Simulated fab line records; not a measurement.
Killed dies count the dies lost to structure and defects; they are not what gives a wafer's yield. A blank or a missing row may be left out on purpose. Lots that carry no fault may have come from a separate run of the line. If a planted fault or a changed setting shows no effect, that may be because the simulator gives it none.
Chamber matching -- flow n5_finfet -- cmp-01 running N5_BEOL_M14_CMP_49: 4 sister chambers
The step polishes, stops on SiO2, t overpolish 5.2 s, target thk 560 nm. 4 wafers are shown with their chamber, then 6 later ones without.

WAFERS PAIRED WITH THEIR CHAMBERS
wafer,chamber,motor_current_A (A)
L939.4,3,7.4
L946.1,2,8.1
L950.2,0,9.4
L950.6,1,7.2

WAFERS MISSING THEIR CHAMBER
wafer,motor_current_A (A)
L949.1,7.9
L949.2,9.5
L949.4,7.3
L953.1,7.4
L953.4,8.3
L953.5,7.3

EACH ONE'S CHAMBER
wafer,from the rows above,in truth
L949.1,2,2
L949.2,0,0
L949.4,can't be placed: 1 or 3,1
L953.1,can't be placed: 3 or 1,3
L953.4,2,2
L953.5,can't be placed: 1 or 3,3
3 of 6 placed correctly. These rows do not allow placing 3 (true chamber among the candidates in 3). Number placed wrongly: 0.
How it was worked out, from the rows above alone: a wafer's distance from a chamber is the root of the sum, over the readings, of the square of ((its reading less the chamber's mean) divided by the reading's scatter). If the next closest chamber is less than 2 further off than the closest, the wafer can't be placed; otherwise it belongs to the closest. Each chamber's mean is taken over the wafers shown for it. The scatter: with one shown wafer a chamber, the root of the mean of the squares of how far each hidden wafer lies from its nearest shown one.
